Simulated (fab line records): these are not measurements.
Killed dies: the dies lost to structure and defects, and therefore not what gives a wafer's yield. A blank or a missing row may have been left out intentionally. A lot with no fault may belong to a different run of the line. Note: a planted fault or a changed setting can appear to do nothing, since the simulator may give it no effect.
fab line records	flow nand_harc
[record] lots = 12	wafers = 35	last_day = 25
route steps=1159 shown P_BONDPAD@386 A_ZERO_WELL@405 A_ONON_D1@438 END@1159
lots untouched by any fault: they come from a run of this same line in which no faults occurred
start_h: start of the lot's first displayed wafer, in hours after the record's first day	wait_h: how many hours have passed since the lot's step before this one	" as in the row above	L1.1+2: several wafers, shown together as one row	- no value present, or no start provided	* or withheld: withheld	< > ~ a bound
route shown NAME@n: NAME is a module with steps in the file, n the number in the route of the first one	usual: mean/standard deviation of fault-free wafers	same: alike in all rows	chamber/n: place in a boat	sites: readings site by site	_std_site: the standard deviation of these	_edge_site: mean of outer sites minus mean of inner sites	radius_mm: for every site, how far away it sits from the centre of the wafer	mask NAME#n: copy n	behind: the tool/chamber that last shaped the wafer	hold: reason for holding the lot/hours on hold/outcome of the hold	device: the n, p or np transistor that did not switch	end of line: tests run on the same wafers once the route is complete	a step without rows: its recipe alone	killed: dies that structure and defects cost at the first sort, which is not the same as the wafer's yield	map: per-die view of a wafer (x killed, . not killed, _ where there is no die)
set.NAME: the setting the step ran with; set.NAME@STEP: the setting that earlier step ran with	model.NAME: the simulator's own value behind a step, which no gauge read
steps of the route over a sample of lots; a table a step, a row a wafer
services: the hour from which a tool's chamber was out of use, counted from the record's first day as start_h (under 0 if before that day), plus the number of hours and why
[[steps]]
[step NHARC_P_BONDPAD_ACTIVATE_29]
[recipe] time_s = 60	n2_flow_sccm = 200	ar_flow_sccm = 0	bias_power_w = 0	chemistry = N2
[usual] drypump_motor_current_A = 5.9/0.44	oes_product_au = 0.997/0.0094	rf_vpp_V = 64.1/0.91	showerhead_plenum_p_Torr = 1.77/0.06
[same] bias_power_w = 0
lot.wafer	tool	chamber	start_h	wait_h	drypump_motor_current_A	oes_product_au	rf_hours_counter_h	rf_vpp_V	showerhead_plenum_p_Torr
L859.4	rie_diel-12	0	141.83	0.1	6.3	0.997	10	63.9	1.71
L859.1	"	2	"	"	6.2	0.990	11	63.0	1.86
L859.3	"	3	"	"	6.0	0.993	9	65.3	1.80
L860.2	rie_diel-12	3	146.07	0.1	5.9	0.995	9	63.9	1.80
L860.6	"	2	"	"	6.2	0.976	-	66.3	1.86
L860.5	"	3	"	"	5.9	0.997	-	64.4	1.80
L862.1	rie_diel-12	0	150.40	0.1	6.3	0.994	11	63.4	1.71
L862.5	"	0	"	"	6.3	0.997	-	64.2	1.71
L862.6	"	1	"	"	5.1	1.003	-	63.1	1.74
L863.1	rie_diel-06	3	159.39	0.1	6.1	1.013	35	63.4	1.82
L863.4	"	2	"	"	5.4	0.983	34	64.1	1.73
L863.5	"	0	"	"	6.2	0.999	-	63.9	1.82
L867.2	rie_diel-12	3	188.73	0.1	6.0	1.001	15	63.7	1.79
L867.5	"	0	"	"	6.3	1.011	-	64.0	1.70
L867.6	"	1	"	"	5.1	1.008	-	64.4	1.73
L871.2	rie_diel-05	0	209.06	0.1	5.9	0.985	15	65.6	1.73
L871.4	"	2	"	"	6.7	0.991	15	64.9	1.85
L873.3	rie_diel-12	0	217.47	0.1	6.3	0.998	0	64.4	1.70
L873.5	"	2	"	"	6.2	1.007	-	64.3	1.86
L873.6	"	3	"	"	5.9	0.989	-	64.6	1.79
L874.1	rie_diel-12	0	226.47	0.1	6.3	0.995	1	64.7	1.70
L874.4	"	2	"	"	6.2	1.000	1	65.0	1.86
L874.6	"	0	"	"	6.3	0.991	-	63.8	1.70
L875.3	rie_diel-05	1	227.13	0.1	5.3	1.009	20	62.8	1.68
L875.1	"	3	"	"	5.7	0.994	20	63.8	1.70
L875.6	"	0	"	"	5.9	0.981	-	64.1	1.73
L878.1	rie_diel-12	1	248.42	0.1	5.1	1.001	4	63.1	1.73
L878.3	"	2	"	"	6.2	0.992	4	63.8	1.86
L878.5	"	0	"	"	6.3	0.993	-	63.8	1.70
L879.4	rie_diel-06	0	250.79	0.1	6.1	0.998	0	63.0	1.81
L879.3	"	1	"	"	5.7	0.998	0	63.0	1.76
L879.2	"	3	"	"	6.1	1.008	0	64.6	1.81
L882.2	rie_diel-12	3	280.03	0.1	5.9	1.000	7	63.5	1.79
L882.5	"	2	"	"	6.2	1.002	-	64.1	1.86
L882.6	"	3	"	"	5.9	0.992	-	63.2	1.79
[step NHARC_A_ZERO_WELL_ETCH_13]
[recipe] target_depth_a = 1200	time_s = 40.1	hbr_flow_sccm = 150	cl2_flow_sccm = 50	rf_w = 400	icp_w = 400	bias_w = 100	chemistry = HBr/Cl2
[usual] drypump_motor_current_A = 5.8/0.4	hbr_flow_sccm = 150.0/0.43	oes_product_au = 0.998/0.0089	throttle_valve_pct = 26.407/0.0096
lot.wafer	tool	chamber	start_h	wait_h	drypump_motor_current_A	hbr_flow_sccm	oes_product_au	rf_hours_counter_h	throttle_valve_pct
L859.1	rie_si-02	2	143.48	-	6.1	150.5	1.014	0.9	26.397
L859.4	"	3	"	"	5.8	149.6	0.995	0.8	26.404
L859.3	"	0	"	"	5.9	149.4	0.999	0.7	26.391
L860.2	rie_si-03	3	147.70	-	6.0	150.0	1.007	1.2	26.411
L860.5	"	1	"	"	5.3	149.5	1.003	-	26.430
L860.6	"	2	"	"	5.2	150.2	1.001	-	26.406
L862.1	rie_si-02	3	151.91	-	5.8	150.5	0.999	0.9	26.406
L862.5	"	2	"	"	6.1	150.0	1.003	-	26.418
L862.6	"	3	"	"	5.7	149.2	0.988	-	26.410
L863.1	rie_si-01	1	160.94	-	6.1	149.4	1.006	0.3	26.405
L863.5	"	0	"	"	6.1	150.3	0.992	-	26.407
L863.4	"	1	"	"	6.1	150.1	0.998	-	26.425
L867.2	rie_si-02	1	190.36	-	6.4	149.7	1.003	1.1	26.408
L867.5	"	0	"	"	5.9	150.1	1.007	-	26.407
L867.6	"	1	"	"	6.4	150.3	1.002	-	26.411
L871.4	rie_si-01	3	211.11	-	5.2	150.0	0.978	0.7	26.416
L871.2	"	1	"	"	6.1	150.3	0.990	0.7	26.402
L873.3	rie_si-03	3	218.94	-	6.1	150.2	0.984	0.5	26.398
L873.5	"	2	"	"	5.2	149.8	0.999	-	26.407
L873.6	"	3	"	"	6.0	150.0	0.994	-	26.373
L874.1	rie_si-02	0	228.07	-	5.9	150.5	1.003	0.0	26.406
L874.4	"	1	"	"	6.4	149.7	1.012	0.0	26.408
L874.6	"	0	"	"	5.9	150.4	1.017	-	26.409
L875.1	rie_si-01	1	228.61	-	6.2	150.3	1.000	0.8	26.395
L875.3	"	2	"	"	5.5	150.3	0.992	0.5	26.412
L875.6	"	1	"	"	6.2	150.5	1.000	-	26.384
L878.1	rie_si-03	1	249.87	-	5.3	150.6	0.996	0.5	26.424
L878.3	"	3	"	"	6.0	149.7	0.988	0.7	26.404
L878.5	"	1	"	"	5.3	150.3	1.000	-	26.410
L879.3	rie_si-01	0	252.40	-	6.1	150.8	1.004	0.9	26.407
L879.4	"	1	"	"	6.1	149.5	1.002	1.0	26.407
L879.2	"	2	"	"	5.5	150.6	0.978	0.7	26.398
L882.2	rie_si-03	2	281.65	-	5.2	150.0	0.998	0.9	26.398
L882.5	"	2	"	"	5.2	149.3	0.997	-	26.401
L882.6	"	3	"	"	6.0	149.3	0.999	-	26.397
[step NHARC_A_ZERO_WELL_RTA_16]
[recipe] temp_c = 1000	time_s = 10
[usual] lamp_power_pct = 31.9/1.3	wafer_temp_C_max = 1006.4/1.5
lot.wafer	tool	chamber	start_h	wait_h	lamp_power_pct	wafer_temp_C_max
L859.1	rtp_anneal-02	0	144.52	-	30.4	1005.9
L859.3	"	0	"	"	30.5	1005.7
L859.4	"	0	"	"	30.5	1006.1
L860.2	rtp_anneal-02	0	148.65	-	30.5	1004.6
L860.5	"	0	"	"	30.5	1003.4
L860.6	"	0	"	"	30.4	1006.1
L862.1	rtp_anneal-02	0	152.80	-	30.5	1005.1
L862.5	"	0	"	"	30.5	1007.6
L862.6	"	0	"	"	30.4	1005.9
L863.1	rtp_anneal-01	0	162.06	-	33.1	1006.1
L863.4	"	0	"	"	33.1	1005.9
L863.5	"	0	"	"	33.0	1005.8
L867.2	rtp_anneal-02	0	191.28	-	30.5	1004.4
L867.5	"	0	"	"	30.4	1004.6
L867.6	"	0	"	"	30.4	1007.2
L871.2	rtp_anneal-02	0	212.14	-	30.4	1005.6
L871.4	"	0	"	"	30.4	1007.2
L873.3	rtp_anneal-02	0	219.88	-	30.4	1007.1
L873.5	"	0	"	"	30.4	1006.1
L873.6	"	0	"	"	30.5	1003.9
L874.1	rtp_anneal-01	0	228.97	-	33.0	1007.5
L874.4	"	0	"	"	33.1	1004.0
L874.6	"	0	"	"	33.0	1007.8
L875.1	rtp_anneal-02	0	229.52	-	30.5	1004.7
L875.3	"	0	"	"	30.4	1007.9
L875.6	"	0	"	"	30.5	1006.0
L878.1	rtp_anneal-02	0	250.77	-	30.5	1005.0
L878.3	"	0	"	"	30.5	1004.7
L878.5	"	0	"	"	30.4	1006.8
L879.2	rtp_anneal-01	0	253.58	-	33.1	1006.7
L879.3	"	0	"	"	33.1	1007.2
L879.4	"	0	"	"	33.1	1007.5
L882.2	rtp_anneal-01	0	282.61	-	33.1	1009.9
L882.5	"	0	"	"	33.0	1006.7
L882.6	"	0	"	"	33.1	1007.4
[step NHARC_A_ONON_D1_DEP_19]
[recipe] target_thk_a = 10000	n2_flow_sccm = 2750	n2o_flow_sccm = 2000	nh3_flow_sccm = 500	sih4_flow_sccm = 210	temp_c = 400
[usual] n2o_flow_sccm = 2000/6.4	nh3_flow_sccm = 500.1/1.5
lot.wafer	tool	chamber	start_h	wait_h	n2o_flow_sccm	nh3_flow_sccm
L859.1	pecvd_onon-02	0	181.13	0.2	2000	501.1
L859.3	"	0	"	"	2005	499.6
L859.4	"	0	"	"	2006	503.0
L860.2	pecvd_onon-04	0	181.39	0.1	2002	500.6
L860.5	"	0	"	"	2000	502.1
L860.6	"	0	"	"	1996	499.0
L862.1	pecvd_onon-03	0	181.46	0.2	2006	499.8
L862.5	"	0	"	"	1998	498.4
L862.6	"	0	"	"	2002	498.7
L863.1	pecvd_onon-02	0	193.20	0.1	1996	501.8
L863.4	"	0	"	"	1997	499.3
L863.5	"	0	"	"	2001	499.0
L867.2	pecvd_onon-02	0	221.75	0.1	2001	497.6
L867.5	"	0	"	"	1997	499.1
L867.6	"	0	"	"	2000	498.8
L871.2	pecvd_onon-02	0	246.39	0.1	1996	498.8
L871.4	"	0	"	"	1991	498.0
L873.3	pecvd_onon-02	0	250.49	0.2	1990	500.8
L873.5	"	0	"	"	2001	500.2
L873.6	"	0	"	"	2001	500.0
L875.1	pecvd_onon-04	0	260.29	0.1	2003	499.5
L875.3	"	0	"	"	2008	500.4
L875.6	"	0	"	"	2011	501.7
L874.1	pecvd_onon-02	0	260.29	0.1	1998	501.3
L874.4	"	0	"	"	2009	499.8
L874.6	"	0	"	"	2016	501.2
L878.1	pecvd_onon-03	0	281.08	0.2	1999	499.1
L878.3	"	0	"	"	1995	499.1
L878.5	"	0	"	"	1996	500.5
L879.2	pecvd_onon-03	0	281.49	0.2	2006	496.4
L879.3	"	0	"	"	1991	497.2
L879.4	"	0	"	"	1996	498.6
L882.2	pecvd_onon-04	0	316.04	0.1	2007	500.5
L882.5	"	0	"	"	2002	499.4
L882.6	"	0	"	"	1999	500.5
[step NHARC_A_ONON_D1_THK_MEAS_21]
[recipe] thk_meas_gauge = ellipsometry
[usual] thk_nm = 1003/9.5
lot.wafer	tool	chamber	start_h	wait_h	thk_nm
L859.1	film_metro-02	-	181.64	-	1011
L859.3	"	-	"	"	1010
L859.4	"	-	"	"	1010
L860.2	film_metro-02	-	181.85	-	1003
L860.5	"	-	"	"	1002
L860.6	"	-	"	"	1003
L862.1	film_metro-02	-	181.96	-	998
L862.5	"	-	"	"	998
L862.6	"	-	"	"	997
L863.1	film_metro-01	-	193.71	-	997
L863.4	"	-	"	"	996
L863.5	"	-	"	"	997
L867.2	film_metro-02	-	222.21	-	989
L867.5	"	-	"	"	988
L867.6	"	-	"	"	989
L871.2	film_metro-02	-	246.84	-	1905
L871.4	"	-	"	"	999
L873.3	film_metro-02	-	250.88	-	1012
L873.5	"	-	"	"	1012
L873.6	"	-	"	"	1915
L875.1	film_metro-02	-	260.79	-	989
L875.3	"	-	"	"	989
L875.6	"	-	"	"	989
L874.1	film_metro-01	-	260.80	-	1015
L874.4	"	-	"	"	1014
L874.6	"	-	"	"	1919
L878.1	film_metro-02	-	281.59	-	1022
L878.3	"	-	"	"	1020
L878.5	"	-	"	"	1022
L879.2	film_metro-01	-	281.94	-	1013
L879.3	"	-	"	"	1014
L879.4	"	-	"	"	1011
L882.2	film_metro-01	-	316.49	-	1010
L882.5	"	-	"	"	1010
L882.6	"	-	"	"	1009
[step NHARC_END_SORT_01]
[recipe] temp_c = 25
[usual] killed_at_array = 29/11	killed_at_other = 0.5/0.8	killed_at_periphery = 3.5/2.8	killed_dies = 33/12	killed_open = 3.1/1.8	killed_short = 1.8/1.4
[same] gross_dies = 677
lot.wafer	tool	chamber	start_h	wait_h	killed_at_array	killed_at_other	killed_at_periphery	killed_dies	killed_open	killed_short
L871.2	prober-02	0	513.15	2.8	672	1	4	677	6	3
L871.4	prober-02	0	514.75	3.4	35	0	1	36	3	2
L873.3	prober-01	0	523.38	3.1	18	1	3	22	2	3
L873.5	prober-01	0	524.99	3.7	15	2	11	28	2	2
L873.6	prober-01	0	525.79	4.0	673	1	3	677	4	1
L874.1	prober-02	0	550.42	2.5	32	0	1	33	2	0
L874.4	prober-02	0	552.82	3.4	33	0	1	34	2	0
L874.6	prober-02	0	554.42	4.0	675	0	2	677	3	1
// killed by level:class
L871.2 A_ONON_D1:area_dep=647 A_SLIT:chamber_film_flake=16 P_GATE:geometric_particle:short=2 A_CHANNEL_HOLE_D1:chamber_film_flake=2 P_M0:geometric_particle:open=1 A_ONON_D1:geometric_particle:open=1 A_CHANNEL_FILL_D1:geometric_particle:open=1 A_CONTACT:geometric_particle:short=1
L871.4 A_SLIT:chamber_film_flake=18 A_CHANNEL_HOLE_D1:chamber_film_flake=6 A_STAIRCASE:chamber_film_flake=2 A_CONTACT:chamber_film_flake=2 A_CHANNEL_HOLE_D1:geometric_particle:short=1 A_WL_FILL:geometric_particle:open=1 A_CONTACT:geometric_particle:short=1 A_CONTACT:geometric_particle:open=1
L873.3 A_CHANNEL_HOLE_D1:chamber_film_flake=7 A_STAIRCASE:chamber_film_flake=3 A_CONTACT:chamber_film_flake=3 P_STI:chamber_film_flake=2 A_SOURCE_PLATE:geometric_particle:open=1 A_ONON_D1:geometric_particle:short=1 A_WL_FILL:geometric_particle:short=1 A_CONTACT:geometric_particle:open=1
L873.5 P_STI:chamber_film_flake=4 P_BONDPAD:chamber_film_flake=4 A_CHANNEL_HOLE_D1:chamber_film_flake=4 A_STAIRCASE:chamber_film_flake=4 A_CONTACT:chamber_film_flake=3 P_ZERO_WELL:chamber_film_flake=2 P_M2:geometric_particle:open=1 A_SGD_CUT:geometric_particle:open=1
L873.6 A_ONON_D1:area_dep=649 A_CHANNEL_HOLE_D1:chamber_film_flake=9 A_CONTACT:chamber_film_flake=5 A_CHANNEL_FILL_D1:chamber_film_flake=3 P_M0:geometric_particle:open=2 A_WL_FILL:chamber_film_flake=2 A_ONON_D1:geometric_particle:short=1 A_ONON_D1:geometric_particle:open=1
L874.1 A_SLIT:chamber_film_flake=17 A_CHANNEL_HOLE_D1:chamber_film_flake=6 A_STAIRCASE:chamber_film_flake=4 A_CHANNEL_FILL_D1:chamber_film_flake=2 A_SGD_CUT:geometric_particle:open=1 A_WL_FILL:geometric_particle:open=1 P_ZERO_WELL:chamber_film_flake=1 A_ZERO_WELL:chamber_film_flake=1
L874.4 A_SLIT:chamber_film_flake=19 A_STAIRCASE:chamber_film_flake=5 A_ZERO_WELL:chamber_film_flake=3 A_CHANNEL_HOLE_D1:chamber_film_flake=2 A_CONTACT:chamber_film_flake=2 P_M0:geometric_particle:open=1 A_CHANNEL_FILL_D1:geometric_particle:open=1 A_CHANNEL_FILL_D1:chamber_film_flake=1
L874.6 A_ONON_D1:area_dep=636 A_SLIT:chamber_film_flake=19 A_CHANNEL_HOLE_D1:chamber_film_flake=9 A_CONTACT:chamber_film_flake=5 P_ZERO_WELL:chamber_film_flake=2 A_SOURCE_PLATE:geometric_particle:open=1 A_ONON_D1:geometric_particle:open=1 A_CONTACT:geometric_particle:short=1
[[services]]
tool	chamber	start_h	hours	kind
rie_si-01	-	127.00	9.0	pm
rie_diel-06	1	127.19	12.3	repair
rie_diel-05	-	128.15	0.9	repair
rie_si-01	2	150.58	13.4	repair
pecvd_onon-03	-	153.00	13.0	pm
rie_si-03	2	153.23	2.6	repair
rie_si-03	-	155.00	9.0	pm
rie_diel-05	-	164.57	9.0	pm
rie_diel-06	2	165.12	11.5	repair
rie_diel-12	-	202.40	9.0	pm
rie_si-02	-	211.02	9.0	pm
pecvd_onon-04	-	220.87	1.0	repair
rie_si-02	2	230.50	5.7	repair
pecvd_onon-04	-	237.00	13.0	pm
rie_diel-06	-	241.24	9.0	pm
rie_diel-12	0	241.27	6.4	repair
rie_diel-12	-	264.57	0.6	repair
rie_si-01	2	266.22	59.8	repair
rie_si-02	0	281.34	13.2	repair
rie_si-02	2	288.84	2.9	repair
pecvd_onon-02	-	289.71	1.1	repair
pecvd_onon-02	-	292.21	13.0	pm
rtp_anneal-02	-	300.00	12.0	pm
rie_si-01	-	304.00	9.0	pm
[[key]]
[first_sign] step = NHARC_A_ONON_D1_THK_MEAS_21	reading = thk_nm	direction = up	sigmas = 96	usual = 1003	struck = 1913
[effect] step = NHARC_END_SORT_01	reading = killed_at_array	direction = up	sigmas = 57	usual = 29	struck = 673
[more_kills_born_at] NHARC_A_ONON_D1_DEP_19@pecvd_onon-02 = 1932
met_at NHARC_A_ONON_D1_DEP_19
struck_lots L871,L873,L874
struck_wafers L871.2,L873.6,L874.6
later_rows_left_out L871.2,L873.6,L874.6
tester_left_out L871,L873,L874
not_acting_at NHARC_P_BONDPAD_ACTIVATE_29,NHARC_A_ZERO_WELL_ETCH_13,NHARC_A_ZERO_WELL_RTA_16
onset_between 221.75 246.39
[fault] kind = process_parameter_drift	tool = pecvd_onon-02	chamber = -	onset_h = 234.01	steps = NHARC_A_ONON_D1_DEP_19	channel = target_thk_a	offset = *	shape = step	end_h = 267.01	scope = struck_wafers_only	acts_in = *	stated = *
// tester_left_out: of these lots the tester's yield and bins aren't shown, on N5 and GAA mostly nor the transistor test; their killed dies are dies lost to structure and defects alone, not to doping, threshold or leakage, so they don't give the yield
// later_rows_left_out: the simulator's readings of these wafers behind a module that went badly wrong aren't trusted and aren't shown, but for the sort
